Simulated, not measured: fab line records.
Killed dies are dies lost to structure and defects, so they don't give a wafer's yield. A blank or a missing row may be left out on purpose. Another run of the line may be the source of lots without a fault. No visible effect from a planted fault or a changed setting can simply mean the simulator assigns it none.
Which tool is to blame?	flow nandHarc	42 wafers from 14 lots sampled at 5 of the route's 1302 steps

## WHAT THE GAUGES SHOWED, per wafer
NHARC_THIN_TSV_CD_MEAS_37. Usual: cdNm at 4999.5 nm, with a standard deviation of 2.
lot	measured	on	cdNm (nm)	flag
L798	day 24 17:01	cdSem-01	5001.8 5002.0 4999.8	
L799	day 25 07:34	cdSem-01	4997.8 4997.6 4997.6	
L800	day 25 08:54	cdSem-03	5003.7 4999.2 5000.4	
L803	day 27 04:34	cdSem-02	4997.9 4997.8 5000.1	
L804	day 27 03:29	cdSem-01	5003.0 5000.5 5000.2	
L805	day 27 16:01	cdSem-02	4999.3 4996.2 4997.8	
L806	day 27 23:45	cdSem-01	4998.9 4999.5 4998.2	
L808	day 28 12:02	cdSem-03	4999.3 5000.6 4999.2	
L813	day 30 13:43	cdSem-03	4999.7 5001.4 4999.6	
L812	day 30 07:37	cdSem-03	5000.4 4999.2 4998.8	
L815	day 31 09:27	cdSem-01	5000.6 4999.2 4999.8	
L817	day 32 00:59	cdSem-01	4998.4 4997.6 4998.4	
L819	day 33 11:00	cdSem-01	5001.1 5002.3 5001.4	
L820	day 33 12:07	cdSem-01	4998.1 5001.9 5001.8	

NHARC_END_SORT_01. Usual: killedAtArray 55, standard deviation 17; killedAtOther 1.1, standard deviation 1.4; killedAtPeriphery 3.9, standard deviation 3; killedDies 59, standard deviation 17; killedOpen 3.5, standard deviation 2; killedShort 2.6, standard deviation 1.6.
lot	measured	on	killedAtArray	killedAtOther	killedAtPeriphery	killedDies	killedOpen	killedShort	flag
L806	day 28 10:04	prober-02	450 479 463	0 3 0	1 2 2	451 484 465	2 1 0	3 3 5	OFF
L808	day 28 20:35	prober-02	489 479 466	0 1 1	2 1 1	491 481 468	0 2 1	0 2 1	OFF

## TOOL THAT RAN EACH LOT (tool first, then ch and the chambers of the sampled wafers, then the start)
lot	NHARC_A_DECK1_JOINT_CMP_13	NHARC_A_BONDPAD_PRE_CLEAN_26	NHARC_A_BONDPAD_CMP_19
L798	cmp-02 ch 0,1,2, day 11 20:32	pvdSputter-02, day 23 21:08 or earlier	cmp-04 ch 1,2,3, day 23 21:08
L799	cmp-03 ch 1,2,3, day 12 06:20	pvdSputter-03, day 24 13:25 or earlier	cmp-02 ch 0,1,2, day 24 13:25
L800	cmp-01 ch 1,2,3, day 12 18:13	pvdSputter-02, day 24 11:18 or earlier	cmp-04 ch 2,3, day 24 11:18
L803	cmp-03 ch 0,1,3, day 13 23:29	pvdSputter-03, day 26 07:34 or earlier	cmp-03 ch 1,2,3, day 26 07:34
L804	cmp-02 ch 1,2,3, day 14 15:10	pvdSputter-01, day 26 08:04 or earlier	cmp-02 ch 0,2,3, day 26 08:04
L805	cmp-02 ch 0,1,3, day 14 23:27	pvdSputter-02, day 26 19:43 or earlier	cmp-02 ch 1,2, day 26 19:43
L806	cmp-02 ch 1,2, day 15 06:40	pvdSputter-03, day 27 03:02 or earlier	cmp-04 ch 0,2,3, day 27 03:02
L808	cmp-02 ch 0,1,3, day 15 20:59	pvdSputter-03, day 27 14:32 or earlier	cmp-03 ch 0,1,2, day 27 14:32
L813	cmp-01 ch 1,2, day 17 14:14	pvdSputter-03, day 29 17:44 or earlier	cmp-02 ch 0,1,3, day 29 17:44
L812	cmp-03 ch 0,1,2, day 17 14:19	pvdSputter-03, day 29 10:11 or earlier	cmp-02 ch 0,1, day 29 10:11
L815	cmp-01 ch 1,2, day 19 02:48	pvdSputter-01, day 30 13:17 or earlier	cmp-02 ch 1,2,3, day 30 13:17
L817	cmp-02 ch 0,1,3, day 19 11:46	pvdSputter-02, day 31 04:15 or earlier	cmp-03 ch 1,2,3, day 31 04:15
L819	cmp-01 ch 0,2, day 20 19:17	pvdSputter-02, day 32 13:11 or earlier	cmp-02 ch 1,3, day 32 13:11
L820	cmp-03 ch 1,2,3, day 20 19:17	pvdSputter-02, day 32 14:00 or earlier	cmp-02 ch 0,2,3, day 32 14:00
- NHARC_A_DECK1_JOINT_CMP_13: polishes, target thk 51.023 nm.
- NHARC_A_BONDPAD_PRE_CLEAN_26: time 30 s.
- NHARC_A_BONDPAD_CMP_19: polishes, t overpolish 30 s, cu recess touch 16 s, target thk 169.82 nm.

## AS READ BY THE TOOLS THEMSELVES (means over the sampled wafers that have a number; for cases with no such wafer, the mark the record gives instead)
NHARC_A_DECK1_JOINT_CMP_13. Usual: edgeZonePressureFrac 1.000, standard deviation 0.0056; motorCurrentA 12.3 A, standard deviation 1.4; timeToEndpointS 9.0 s, standard deviation 2.6.
lot	tool	edgeZonePressureFrac	motorCurrentA (A)	timeToEndpointS (s)	flag
L798	cmp-02	1.002	12.0	10.2	
L799	cmp-03	0.996	11.6	12.5	
L800	cmp-01	1.000	12.6	7.0	
L803	cmp-03	1.003	12.8	10.9	
L804	cmp-02	1.000	12.6	10.0	
L805	cmp-02	1.004	12.8	8.8	
L806	cmp-02	0.999	12.3	9.2	
L808	cmp-02	0.994	12.4	9.8	
L813	cmp-01	0.998	12.1	5.2	
L812	cmp-03	1.001	12.5	10.7	
L815	cmp-01	1.004	11.8	11.6	
L817	cmp-02	1.002	12.5	11.7	
L819	cmp-01	1.002	14.5	5.4	
L820	cmp-03	1.002	11.8	11.0	

NHARC_A_BONDPAD_PRE_CLEAN_26. Usual: heaterPowerW at 384 W, with a standard deviation of 34.
lot	tool	heaterPowerW (W)	flag
L798	pvdSputter-02	368	
L799	pvdSputter-03	407	
L800	pvdSputter-02	369	
L803	pvdSputter-03	380	
L804	pvdSputter-01	426	
L805	pvdSputter-02	366	
L806	pvdSputter-03	363	
L808	pvdSputter-03	390	
L813	pvdSputter-03	351	
L812	pvdSputter-03	378	
L815	pvdSputter-01	414	
L817	pvdSputter-02	367	
L819	pvdSputter-02	354	
L820	pvdSputter-02	370	

NHARC_A_BONDPAD_CMP_19. Usual: edgeZonePressureFrac 1.000, standard deviation 0.0049; motorCurrentA 12.3 A, standard deviation 0.8; overpolishRunS 30.000 s, standard deviation 0.0091.
lot	tool	edgeZonePressureFrac	motorCurrentA (A)	overpolishRunS (s)	flag
L798	cmp-04	0.999	12.2	29.997	
L799	cmp-02	1.001	11.9	29.994	
L800	cmp-04	1.000	11.8	29.999	
L803	cmp-03	1.002	11.4	29.998	
L804	cmp-02	1.001	12.0	29.998	
L805	cmp-02	0.999	12.5	30.004	
L806	cmp-04	1.003	12.4	29.995	
L808	cmp-03	0.996	11.7	30.005	
L813	cmp-02	0.992	12.4	30.007	
L812	cmp-02	1.000	12.5	30.002	
L815	cmp-02	1.000	12.7	30.006	
L817	cmp-03	1.000	11.6	29.993	
L819	cmp-02	0.996	12.6	30.002	
L820	cmp-02	1.003	12.5	29.997	

## THE ANSWER, worked out from the rows above alone
Rule: a lot counts as off when the mean over its wafers that have a number is more than 3 standard deviations away from the usual mean. A lot without any number at a reading at which 4 lots or more have one is off too. Where the step has rows for the other lots, those lots are counted as sound. After the gauges, taken in route order, come the tools' own readings; for these a lot's mean is taken, as printed above. The first step at which some lot is off is used, and at that step the reading that is off furthest; a lot without a number counts as furthest.
Off: L806, L808 (NHARC_END_SORT_01, killedAtArray). Neither off nor sound, because the step has no rows for them: L798, L799, L800, L803, L804, L805, L813, L812, L815, L817, L819, L820.
If a tool, at a process step before that reading, ran all the lots that are off and no sound lot after the first of them, it fits. Gauges at NHARC_END_SORT_01: tried the same way as those tools. NHARC_A_BONDPAD_PRE_CLEAN_26: start missing for some lots; hours and lot order therefore follow NHARC_A_BONDPAD_CMP_19. Can't be told from this: 3 tools fit, cmp-02 at NHARC_A_DECK1_JOINT_CMP_13, pvdSputter-03 at NHARC_A_BONDPAD_PRE_CLEAN_26, prober-02 at NHARC_END_SORT_01.

## WHAT HAD BEEN PUT IN BY THE SIMULATOR
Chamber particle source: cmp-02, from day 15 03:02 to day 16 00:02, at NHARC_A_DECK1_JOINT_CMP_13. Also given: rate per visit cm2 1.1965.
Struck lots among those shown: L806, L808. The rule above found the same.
